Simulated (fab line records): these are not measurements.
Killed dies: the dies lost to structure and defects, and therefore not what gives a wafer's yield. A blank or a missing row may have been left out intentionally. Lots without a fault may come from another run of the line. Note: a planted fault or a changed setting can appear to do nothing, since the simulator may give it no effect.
A struck lot beside a sound one || flow nandHarc || 20 out of 1302 route steps
Sound: these wafers, L805.1, L805.5, L805.6. Wafers struck: L806.2, L806.3, L806.6. The cause comes at the end.
At each step with rows: each side's tool, then ch and its chambers, then its first start. Under that, the readings that differ: sound wafers || struck wafers || difference of the means || sigmas: that difference in standard deviations of wafers without a fault.
alike: readings with means less than 2 such deviations apart, plus words and numbers identical on both sides. not compared: withheld readings, readings lacking a value on some wafer, bounds such as >300 that could conceal the same value, and numbers that have no deviation in the record and whose values overlap.
The two part at a step that has a row with sigmas, a row that says differs or no value, or rows on one side only. Numbers that have no deviation but don't overlap get no sigmas and don't part them. A reading missing from all wafers of one side parts the sides only when that side holds two or more wafers.

NHARC_P_GATE_CD_MEAS_59: the cd target is 720 nm.
  sound on cdSem-02 ch 0, day 7 12:52; struck on cdSem-02 ch 0, day 7 19:16
  alike: cdNm
then, 1 step without rows for these wafers: NHARC_P_GATE_HARDBAKE_60 (time 80 s).
NHARC_P_GATE_DESCUM_61: chemistry O2, time 3 s.
  sound on rieDiel-11 ch 2,3, day 7 13:02; struck on rieDiel-11 ch 0,1,3, day 7 19:26
  alike: drypumpMotorCurrentA, oesProductAu, rfVppV, showerheadPlenumPTorr, throttleValvePct
  not compared: rfHoursCounterH
after that, 1 step had no rows for these wafers: NHARC_P_GATE_IMPLANT_62.
NHARC_P_GATE_STRIP_112: strips in N2/H2, time 200 s.
  sound on plasmaAsher-01 ch 0,1, day 7 13:23; struck on plasmaAsher-02 ch 0,1, day 7 19:47
  alike: drypumpMotorCurrentA, heaterPowerW
  not compared: rfHoursCounterH
NHARC_P_GATE_STRIP_76: strips in O2.
  sound on plasmaAsher-01 ch 0,1, day 7 13:38; struck on plasmaAsher-02 ch 0,1, day 7 20:02
  alike: drypumpMotorCurrentA, heaterPowerW
  not compared: rfHoursCounterH
then, 6 steps without rows for these wafers: NHARC_P_GATE_STRIP_63 (strips in SPM, time 900 s); NHARC_P_GATE_DEHYDRATE_83 (time 120 s); NHARC_P_GATE_HMDS_84 (time 30 s); NHARC_P_GATE_COAT_85; NHARC_P_GATE_SOFTBAKE_86 (time 95 s); NHARC_P_GATE_EBR_87.
NHARC_P_GATE_EXPOSE_88: exposes mask P HVN, target cd 2000 nm.
  sound on krfScanner-03 ch 0, day 7 14:17; struck on krfScanner-03 ch 0, day 7 20:41
{"reading": "mask", "sound": "P_HVN#0 P_HVN#0 P_HVN#0", "struck": "P_HVN_R1#0 P_HVN_R1#0 P_HVN_R1#0", "difference": "differs", "sigmas": ""}
  alike: focusOffsetNm
then, 2 steps without rows for these wafers: NHARC_P_GATE_PEB_89 (peb time 85 s); NHARC_P_GATE_DEVELOP_90 (time 70 s).
NHARC_P_GATE_CD_MEAS_91: the cd target is 2000 nm.
  sound on cdSem-02 ch 0, day 7 14:27; struck on cdSem-03 ch 0, day 7 20:50
{"reading": "cdNm (nm)", "sound": "2000.8 2001.2 2000.7", "struck": "2025.9 2025.6 2027.7", "difference": "+25.5", "sigmas": "+20"}
then, 1 step without rows for these wafers: NHARC_P_GATE_HARDBAKE_92 (time 80 s).
NHARC_P_GATE_DESCUM_93: chemistry O2, time 3 s.
  sound on rieDiel-11 ch 0,1,2, day 7 14:38; struck on rieDiel-11 ch 1,2, day 7 21:01
{"reading": "model.P_GATE.cdNm (nm)", "sound": "2000 2001 2000", "struck": "2026 2026 2028", "difference": "+26", "sigmas": ""}
  alike: drypumpMotorCurrentA, oesProductAu, rfVppV, showerheadPlenumPTorr, throttleValvePct
  not compared: rfHoursCounterH
after that, 1 step had no rows for these wafers: NHARC_P_GATE_IMPLANT_94.
-- record jumps: 18 days between struck wafers' starts before vs after; left off in module P_GATE, resumes in module END, first step shown is number 1302 of the route --
NHARC_END_SORT_01:
  sound on prober-02 ch 0, day 26 02:28; struck on prober-01 ch 0, day 26 03:17
  alike: killedAtArray, killedAtOther, killedAtPeriphery, killedDies, killedOpen, killedShort

## WHERE THEY PART
Last at NHARC_P_GATE_CD_MEAS_91 as far as this record goes, first at NHARC_P_GATE_EXPOSE_88. Later steps at which nothing parts them and some readings are alike: NHARC_P_GATE_DESCUM_93, NHARC_END_SORT_01.

WHY: the cause the simulator had injected
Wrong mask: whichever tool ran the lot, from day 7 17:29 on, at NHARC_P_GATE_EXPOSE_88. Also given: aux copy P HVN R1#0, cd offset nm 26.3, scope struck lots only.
